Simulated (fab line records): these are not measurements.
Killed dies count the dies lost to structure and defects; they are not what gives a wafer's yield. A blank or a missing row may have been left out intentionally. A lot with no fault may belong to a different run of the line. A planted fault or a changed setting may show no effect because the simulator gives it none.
fab line records | flow nand_harc
[record] lots = 5 wafers = 15 last_day = 32
route steps=1302 shown A_BLC@1110 END@1302
lots with no fault: from the same line, run without faults
start_h: the number of hours between the record's first day and the start of the first shown wafer of the lot | wait_h: time in hours since the lot's previous step | " repeats the value in the row above | L1.1+2: one row covering several wafers at once | - value missing, or start not given | * or withheld: withheld | < > ~ a bound
route shown NAME@n: NAME is a module with steps in the file, n the number in the route of the first one | usual: mean and standard deviation over wafers with no fault | same: alike in all rows | chamber/n: place in a boat | sites: each site's reading | _std_site: standard deviation of those values | _edge_site: mean of outer sites minus mean of inner sites | radius_mm: how far each site lies from the wafer's centre | mask NAME#n: copy n | behind: the tool/chamber that last shaped the wafer | hold: why the lot was held/for how many hours/how that ended | device: transistor that didn't switch, given as n, p or np | end of line: the same wafers' tests at the end of the route | a step without rows: its recipe alone | killed: count of dies lost to structure and defects at first sort (not the wafer's yield) | map: shows each die of a wafer: x if killed, . if not, _ if none is there
set.NAME: the setting the step ran with; set.NAME@STEP: the setting that earlier step ran with | model.NAME: the simulator's own value behind a step, which no gauge read
a table for each step, a row for each wafer; lots at some steps of the route
services: a tool's chamber out of use, with start hour (start_h, from the record's first day; less than 0 if before it), hours out, and reason
[[steps]]
[step NHARC_A_BLC_COAT_03]
[recipe] temp_c = 225 time_s = 65
[step NHARC_A_BLC_COAT_04]
[recipe] spin_rpm = 1500 resist_thk_nm = 90
[step NHARC_A_BLC_SOFTBAKE_05]
[recipe] temp_c = 105 time_s = 55
[step NHARC_A_BLC_EBR_06]
[step NHARC_A_BLC_EXPOSE_07]
[recipe] na = 1.35 target_cd_nm = 100 dose_mj = 67.97 mask_id = A_BLC
[step NHARC_A_BLC_PEB_08]
[recipe] peb_temp_c = 100 peb_time_s = 65
[step NHARC_A_BLC_DEVELOP_09]
[recipe] develop_time_s = 35 dev_temp_c = 23
[step NHARC_A_BLC_CD_MEAS_10]
[recipe] target_cd_nm = 100 landing_energy_ev = 500
[usual] cd_nm = 100.0/0.62
// columns lot.wafer tool chamber start_h wait_h cd_nm
L411.3 cd_sem-01 0 534.35 - 100.3
L411.4 " 0 " " 99.8
L411.6 " 0 " " 100.2
L419.2 cd_sem-01 0 631.85 - 100.2
L419.4 " 0 " " 99.9
L419.5 " 0 " " 100.4
L421.2 cd_sem-01 0 656.77 - 99.5
L421.3 " 0 " " 99.4
L421.5 " 0 " " 100.2
L422.2 cd_sem-01 0 673.50 - 100.3
L422.3 " 0 " " 100.7
L422.4 " 0 " " 100.9
L429.2 cd_sem-03 0 732.51 - 100.3
L429.3 " 0 " " 101.2
L429.4 " 0 " " 100.0
[step NHARC_A_BLC_OVL_MEAS_11]
[usual] overlay_x_nm = -0.1/0.85 overlay_y_nm = 0.2/0.67
// columns lot.wafer tool chamber start_h wait_h overlay_x_nm overlay_y_nm
L411.3 overlay-02 - 534.44 - -0.2 0.2
L411.4 " - " " 0.0 -0.5
L411.6 " - " " -0.2 0.1
L419.2 overlay-02 - 631.94 - 0.0 0.8
L419.4 " - " " 0.0 0.8
L419.5 " - " " 0.3 0.9
L421.2 overlay-01 - 656.86 - -0.2 -0.2
L421.3 " - " " -0.8 0.3
L421.5 " - " " -0.8 0.5
L422.2 overlay-02 - 673.59 - -0.5 -0.5
L422.3 " - " " -0.8 0.3
L422.4 " - " " -0.7 0.1
L429.2 overlay-02 - 732.60 - 0.3 -1.1
L429.3 " - " " 0.3 -0.8
L429.4 " - " " 0.3 -0.7
[step NHARC_A_BLC_INSPECT_12]
[usual] raw_defect_count = 85/43
// columns lot.wafer tool chamber start_h wait_h raw_defect_count
L411.3 defect_inspect-01 - 534.47 0.0 109
L411.4 " - " " 123
L411.6 " - " " 108
L419.2 defect_inspect-01 - 631.97 0.0 25
L419.4 " - " " 29
L419.5 " - " " 28
L421.2 defect_inspect-02 - 656.89 0.0 81
L421.3 " - " " 61
L421.5 " - " " 78
L422.2 defect_inspect-01 - 673.63 0.0 151
L422.3 " - " " 102
L422.4 " - " " 131
L429.2 defect_inspect-02 - 732.64 0.0 84
L429.3 " - " " 97
L429.4 " - " " 77
[step NHARC_A_BLC_DESCUM_15]
[recipe] time_s = 3 o2_flow_sccm = 200 ar_flow_sccm = 0 bias_power_w = 0 chemistry = O2
[usual] chamber_pressure_mTorr = 60.01/0.054 drypump_motor_current_A = 5.7/0.41 oes_product_au = 0.999/0.0082 rf_vpp_V = 57.9/0.89 showerhead_plenum_p_Torr = 1.96/0.072 throttle_valve_pct = 11.310/0.0098
// columns lot.wafer tool chamber start_h wait_h chamber_pressure_mTorr drypump_motor_current_A oes_product_au rf_hours_counter_h rf_vpp_V showerhead_plenum_p_Torr throttle_valve_pct
L411.4 rie_diel-09 3 534.53 0.1 60.06 6.2 0.993 12 59.2 2.04 11.328
L411.3 " 0 " " 59.92 5.9 1.014 12 57.9 2.04 11.305
L411.6 " 3 " " 60.02 6.3 1.004 - 59.9 2.04 11.321
L419.4 rie_diel-05 1 632.04 0.1 60.00 5.7 0.976 4 59.0 2.00 11.313
L419.2 " 2 " " 60.05 6.4 0.990 3 57.5 1.84 11.309
L419.5 " 0 " " 60.03 5.2 1.000 - 58.3 1.93 11.304
L421.3 rie_diel-01 3 656.97 0.1 60.02 6.0 0.999 6 57.7 1.93 11.306
L421.2 " 0 " " 59.94 5.1 1.010 6 57.5 1.91 11.308
L421.5 " 1 " " 60.03 5.3 1.006 - 56.4 2.05 11.319
L422.4 rie_diel-01 2 673.69 0.1 60.12 5.6 1.007 7 57.8 2.00 11.317
L422.3 " 0 " " 59.94 5.2 1.002 7 56.0 1.91 11.297
L422.2 " 1 " " 59.96 5.3 1.007 7 58.4 2.05 11.317
L429.4 rie_diel-05 1 732.70 0.1 59.99 5.7 0.991 12 58.4 2.00 11.306
L429.2 " 3 " " 59.98 6.1 1.005 13 57.8 1.98 11.296
L429.3 " 0 " " 60.02 5.2 0.996 13 58.9 1.93 11.281
[step NHARC_A_BLC_ETCH_16]
[recipe] target_depth_a = 390 over_etch_frac = 0.3 time_s = 65 ion_energy_ev = 80 cf4_flow_sccm = 150 ar_flow_sccm = 0 rf_w = 300 bias_w = 100 chemistry = CF4
[usual] bias_w = 99.9/0.33 cf4_flow_sccm = 150.0/0.46 chamber_pressure_mTorr = 49.99/0.058 drypump_motor_current_A = 5.7/0.41 oes_product_au = 1.000/0.009 rf_vpp_V = 151.7/1.2 run_length_s = 86.4/0.45 showerhead_plenum_p_Torr = 1.81/0.061 throttle_valve_pct = 13.285/0.0095
// columns lot.wafer tool chamber start_h wait_h bias_w cf4_flow_sccm chamber_pressure_mTorr drypump_motor_current_A oes_product_au rf_hours_counter_h rf_vpp_V run_length_s showerhead_plenum_p_Torr throttle_valve_pct
L411.4 rie_diel-09 3 534.62 0.1 100.1 150.5 49.98 6.3 1.013 12 151.8 85.6 1.87 13.286
L411.3 " 0 " " 100.3 149.9 49.89 5.8 1.019 12 153.3 86.5 1.88 13.269
L411.6 " 0 " " 100.1 149.4 49.95 5.8 1.021 - 153.1 86.4 1.88 13.273
L419.4 rie_diel-05 1 632.12 0.1 100.0 150.0 50.00 5.7 0.990 4 152.3 85.7 1.85 13.291
L419.2 " 3 " " 100.1 149.6 50.00 6.0 1.007 5 152.5 86.5 1.83 13.304
L419.5 " 0 " " 99.6 149.7 49.59 5.2 1.002 - 151.2 86.8 1.78 13.283
L421.2 rie_diel-01 3 657.04 0.1 100.2 150.4 50.02 5.9 0.992 6 153.5 86.8 1.79 13.272
L421.3 " 0 " " 99.9 149.4 50.05 5.1 1.005 6 150.9 87.2 1.77 13.286
L421.5 " 0 " " 100.1 150.2 49.93 5.1 0.992 - 150.2 86.5 1.77 13.282
L422.2 rie_diel-01 1 673.77 0.1 99.6 150.4 49.96 5.3 1.004 7 152.9 86.6 1.89 13.312
L422.4 " 3 " " 100.4 150.5 49.99 6.0 0.988 7 152.2 86.5 1.78 13.282
L422.3 " 0 " " 99.7 149.4 49.95 5.1 0.997 7 149.8 87.0 1.77 13.270
L429.3 rie_diel-05 3 732.78 0.1 100.0 151.0 50.00 6.0 0.996 13 153.0 87.0 1.82 13.279
L429.4 " 0 " " 100.0 149.8 50.01 5.2 0.993 13 151.1 86.9 1.78 13.282
L429.2 " 2 " " 99.8 150.1 49.98 6.4 1.005 11 151.7 86.7 1.70 13.297
[step NHARC_A_BLC_ETCH_17]
[recipe] target_depth_a = 3900 over_etch_frac = 0.25 time_s = 609.38 ion_energy_ev = 200 n2_flow_sccm = 150 h2_flow_sccm = 150 ar_flow_sccm = 0 rf_w = 400 bias_w = 150 chemistry = N2/H2
[usual] bias_w = 150.0/0.42 chamber_pressure_mTorr = 30.002/0.026 drypump_motor_current_A = 5.7/0.39 oes_product_au = 0.999/0.0084 rf_vpp_V = 432.0/2.1 run_length_s = 630.8/0.47 showerhead_plenum_p_Torr = 2.09/0.075 throttle_valve_pct = 14.170/0.0089
// columns lot.wafer tool chamber start_h wait_h bias_w chamber_pressure_mTorr drypump_motor_current_A oes_product_au rf_hours_counter_h rf_vpp_V run_length_s showerhead_plenum_p_Torr throttle_valve_pct
L411.4 rie_diel-09 3 534.79 - 149.2 30.004 6.3 1.006 12 434.3 630.5 2.18 14.166
L411.3 " 0 " " 149.8 29.996 5.9 1.005 12 434.4 631.2 2.18 14.171
L411.6 " 2 " " 149.6 30.015 5.6 0.997 - 426.8 631.4 1.89 14.157
L419.4 rie_diel-05 1 632.25 - 149.6 30.004 5.7 0.991 4 434.0 630.2 2.14 14.176
L419.2 " 2 " " - 30.025 6.4 0.989 3 427.4 521.1 1.96 14.154
L419.5 " 0 " " 149.6 29.956 5.2 0.995 - 430.3 631.2 2.06 14.164
L421.3 rie_diel-01 2 657.17 - 150.3 30.003 5.6 1.004 6 433.3 630.5 2.13 14.172
L421.2 " 3 " " 150.1 29.991 6.0 1.000 7 431.5 630.9 2.06 14.163
L421.5 " 1 " " 150.0 29.945 5.3 1.010 - 434.2 630.6 2.19 14.142
L422.2 rie_diel-01 3 673.91 - 150.5 29.980 6.0 1.002 7 432.5 631.2 2.06 14.154
L422.4 " 0 " " 150.3 30.004 5.1 1.004 7 430.0 631.2 2.04 14.184
L422.3 " 1 " " 150.5 30.028 5.3 1.004 7 434.4 630.8 2.19 14.171
L429.3 rie_diel-05 3 732.87 - 149.7 30.002 6.0 1.006 13 433.5 631.1 2.11 14.176
L429.2 " 0 " " 149.9 30.006 5.2 1.001 13 430.2 631.4 2.05 14.169
L429.4 " 1 " " 150.1 29.984 5.7 0.995 12 433.5 630.2 2.14 14.171
[step NHARC_A_BLC_ETCH_18]
[recipe] target_depth_a = 9100 c4f8_flow_sccm = 20 o2_flow_sccm = 10 ar_flow_sccm = withheld rf_w = 600 bias_w = 1500 chemistry = C4F8/O2/Ar
[usual] bias_w = 1500/4.8 chamber_pressure_mTorr = 25.001/0.02 oes_product_au = 0.943/0.023 rf_vpp_V = 981/4.8
// columns lot.wafer tool chamber start_h wait_h bias_w chamber_pressure_mTorr oes_product_au rf_hours_counter_h rf_vpp_V
L411.3 rie_diel-09 3 - - 1500 24.968 0.958 12 987
L411.4 " 0 " " 1499 24.990 0.967 12 986
L411.6 " 2 " " 1500 24.985 0.978 - 968
L419.4 rie_diel-05 1 - - 1499 24.985 0.949 4 983
L419.2 " 2 " " 1498 24.980 0.966 3 973
L419.5 " 2 " " 1504 25.006 0.976 - 973
L421.3 rie_diel-01 0 - - 1497 24.997 0.936 6 978
L421.2 " 2 " " 1498 24.983 0.936 6 983
L421.5 " 0 " " 1494 25.026 0.938 - 978
L422.2 rie_diel-01 1 - - 1503 24.981 0.942 7 986
L422.4 " 2 " " 1511 24.984 0.920 7 984
L422.3 " 0 " " 1503 24.987 0.934 7 978
L429.3 rie_diel-05 1 - - 1504 24.985 0.960 12 983
L429.4 " 2 " " 1497 24.985 0.956 12 973
L429.2 " 0 " " 1496 25.007 0.977 13 979
[step NHARC_END_SORT_01]
[recipe] temp_c = 25
[usual] killed_at_array = 55/22 killed_at_other = 1.1/1.4 killed_at_periphery = 4/3.2 killed_dies = 59/22 killed_open = 3.3/1.8 killed_short = 2.5/1.5
[same] gross_dies = 677
// columns lot.wafer tool chamber start_h wait_h killed_at_array killed_at_other killed_at_periphery killed_dies killed_open killed_short
L411.3 prober-01 0 581.57 3.1 51 1 1 53 2 2
L411.4 prober-01 0 582.37 3.4 59 2 3 64 5 2
L411.6 prober-01 0 583.96 4.0 55 1 3 59 4 1
L419.2 prober-01 0 680.20 2.8 26 0 6 32 4 1
// killed by level:class
L411.3 A_SLIT:chamber_film_flake=21 A_CHANNEL_HOLE_D2:chamber_film_flake=15 A_CONTACT:chamber_film_flake=4 A_CHANNEL_HOLE_D1:chamber_film_flake=3 A_DECK1_JOINT:chamber_film_flake=2 A_CHANNEL_FILL_D2:chamber_film_flake=2 P_CONTACT:geometric_particle:open=1 A_CHANNEL_FILL_D1:geometric_particle:short=1
L411.4 A_SLIT:chamber_film_flake=24 A_CHANNEL_HOLE_D2:chamber_film_flake=17 A_CONTACT:chamber_film_flake=5 A_CHANNEL_FILL_D2:chamber_film_flake=4 A_CHANNEL_HOLE_D1:chamber_film_flake=2 A_WL_FILL:chamber_film_flake=2 THIN_TSV:chamber_film_flake=2 P_CONTACT:geometric_particle:short=1
L411.6 A_SLIT:chamber_film_flake=26 A_CHANNEL_HOLE_D2:chamber_film_flake=10 A_CONTACT:chamber_film_flake=8 A_CHANNEL_HOLE_D1:chamber_film_flake=4 A_STAIRCASE:chamber_film_flake=2 P_M0:geometric_particle:open=1 A_CHANNEL_FILL_D1:geometric_particle:open=1 A_CHANNEL_FILL_D2:geometric_particle:short=1
L419.2 A_CHANNEL_HOLE_D1:chamber_film_flake=7 A_CONTACT:chamber_film_flake=7 A_STAIRCASE:chamber_film_flake=3 P_BONDPAD:chamber_film_flake=2 A_DECK1_JOINT:chamber_film_flake=2 P_CONTACT:geometric_particle:open=1 P_CONTACT:geometric_particle:short=1 P_M1:geometric_particle:open=1
[[services]]
// columns tool chamber start_h hours kind
rie_diel-01 0 512.30 - clean
rie_diel-01 1 512.30 - clean
rie_diel-01 2 512.30 - clean
rie_diel-01 3 512.30 - clean
rie_diel-05 0 514.18 - clean
rie_diel-05 1 514.18 - clean
rie_diel-05 2 514.18 - clean
rie_diel-05 3 514.18 - clean
rie_diel-01 0 536.80 - clean
rie_diel-01 1 546.57 4.1 repair
rie_diel-05 3 556.48 12.2 repair
rie_diel-01 - 557.80 9.0 pm
rie_diel-05 - 583.79 9.0 pm
rie_diel-09 1 596.05 2.7 repair
rie_diel-05 2 602.87 7.9 repair
rie_diel-09 1 606.93 2.3 repair
rie_diel-09 0 617.80 40.5 repair
rie_diel-09 2 639.02 2.8 repair
rie_diel-09 1 666.73 5.2 repair
rie_diel-09 - 674.62 9.0 pm
rie_diel-05 2 680.52 1.8 repair
rie_diel-05 0 719.12 3.6 repair
rie_diel-01 3 721.18 5.1 repair
rie_diel-05 1 725.06 4.5 repair
[[key]]
[first_sign] step = NHARC_A_BLC_ETCH_17 reading = run_length_s direction = down sigmas = 99+ usual = * struck = *
effect none on later readings
met_at NHARC_A_BLC_ETCH_17
struck_wafers L419.2
tester_left_out L419
[fault] kind = process_parameter_drift tool = rie_diel-05 chamber = 2 onset_h = 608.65 steps = NHARC_A_BLC_ETCH_17 channel = time_s offset = * shape = step end_h = 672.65 acts_in = * stated = *
// tester_left_out: of these lots the tester's yield and bins aren't shown, on N5 and GAA mostly nor the transistor test; their killed dies are dies lost to structure and defects alone, not to doping, threshold or leakage, so they don't give the yield
